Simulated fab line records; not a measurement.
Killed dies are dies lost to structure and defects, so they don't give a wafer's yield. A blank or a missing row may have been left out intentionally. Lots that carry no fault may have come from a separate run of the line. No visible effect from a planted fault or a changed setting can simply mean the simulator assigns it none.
A struck lot beside a sound one | flow n5Finfet | 15 steps out of a route of 1938
Sound: wafers L830.1, L830.2, L830.4. Wafers L817.3, L817.4, L817.5 were the ones struck. Last of all comes the cause.
For every step that has rows: the tool of each side, followed by ch and its chambers, followed by its first start. Under that, the readings that differ: sound wafers | struck wafers | difference of the means | sigmas: that difference in standard deviations of wafers without a fault.
alike: same words and numbers on both sides, and readings whose means sit less than 2 such deviations apart. not compared: any withheld reading, any reading some wafer has no value for, any bound like >300 that may hide the same value, and any number with overlapping values for which the record gives no deviation.
A row with sigmas, a row that says differs or no value, or rows on one side alone: a step with any of these is where the two part. Non-overlapping numbers with no deviation appear without sigmas and do not part them. A reading that every wafer of one side lacks parts them only if that side has two wafers or more.

first, 4 steps without rows for these wafers: N5_BEOL_M14_EXPOSE_07 (exposes mask V13); N5_BEOL_M14_PEB_08 (peb time 90 s); N5_BEOL_M14_DEVELOP_09 (develop time 45 s); N5_BEOL_M14_HARDBAKE_14 (time 120 s).
N5_BEOL_M14_CD_MEAS_10: the cd target is 250 nm.
  sound on cdSem-03 ch 0, day 17 07:16; struck on cdSem-03 ch 0, day 13 22:20
  alike: cdNm
N5_BEOL_M14_OVL_MEAS_11:
  sound on overlay-02 ch 0, day 17 07:18; struck on overlay-01 ch 0, day 13 22:22
  alike: V13_OVL
N5_BEOL_M14_INSPECT_12: inspects for defects (macro).
  sound: defectInspect-01 at day 17 07:20; struck: defectInspect-02 at day 13 22:23
  alike: rawDefectCount
N5_BEOL_M14_DESCUM_15: chemistry O2, time 7.9 s.
  sound on rieDiel-02 ch 0,1,2, day 17 07:22; struck on rieDiel-05 ch 0,2,3, day 13 22:25
  alike: drypumpMotorCurrentA, oesProductAu, rfFwdPowerW, rfVppV, showerheadPlenumPTorr, throttleValvePct
  not compared: rfHoursCounterH
N5_BEOL_M14_ETCH_59: etches BARC in N2/H2, target depth 89 nm, overetch 26.7 nm, time 67.9 s.
  sound on rieDiel-02 ch 0,1,2, day 17 07:24; struck on rieDiel-05 ch 0,2,3, day 13 22:27
  alike: drypumpMotorCurrentA, n2FlowSccm, oesProductAu, rfFwdPowerW, rfVppV, showerheadPlenumPTorr, throttleValvePct
  not compared: rfHoursCounterH
N5_BEOL_M14_VIA_ETCH_16: etches SiO2 in C4F8/O2/Ar, target depth 1231.3 nm.
  sound on rieDiel-02 ch 0,1,2, day 17 07:27; struck on rieDiel-05 ch 0,2,3, day 13 22:30
  alike: drypumpMotorCurrentA, heInnerTorr, heOuterTorr, oesProductAu, rfFwdPowerW, rfVppV, showerheadPlenumPTorr, throttleValvePct
N5_BEOL_M14_STRIP_63: strips in O2.
  sound on rieDiel-02 ch 0,1,2; struck on rieDiel-05 ch 0,2,3
  alike: chamberPressureMTorr, drypumpMotorCurrentA, oesProductAu, rfVppV, showerheadPlenumPTorr, throttleValvePct
  not compared: rfHoursCounterH
N5_BEOL_M14_STRIP_64: strips in O2.
  sound on rieDiel-02 ch 0,1,2; struck on rieDiel-05 ch 0,2,3
  alike: chamberPressureMTorr, drypumpMotorCurrentA, oesProductAu, rfVppV, showerheadPlenumPTorr, throttleValvePct
  not compared: rfHoursCounterH
N5_BEOL_M14_STRIP_71: strips in post etch residue remover, time 60 s.
  sound on wetBench-01 ch 4,6,7, day 17 07:44; struck on wetBench-01 ch 0,3,4, day 13 22:47
  no value came back on the struck wafers for runLengthS (s), tempC (C), timeS (s); on the sound wafers runLengthS (s) reads 73 73 74
then, 1 step without rows for these wafers: N5_BEOL_M14_SRD_72 (time 30 s, dry time 30 s).
N5_PASSIVATION_PROBE_49:
  the record has rows for the struck wafers here (prober-01, day 14 23:25) and none for the sound ones

## WHERE THEY PART
First at N5_BEOL_M14_STRIP_71; last, within this record, at N5_PASSIVATION_PROBE_49.

WHY: what the simulator had put in
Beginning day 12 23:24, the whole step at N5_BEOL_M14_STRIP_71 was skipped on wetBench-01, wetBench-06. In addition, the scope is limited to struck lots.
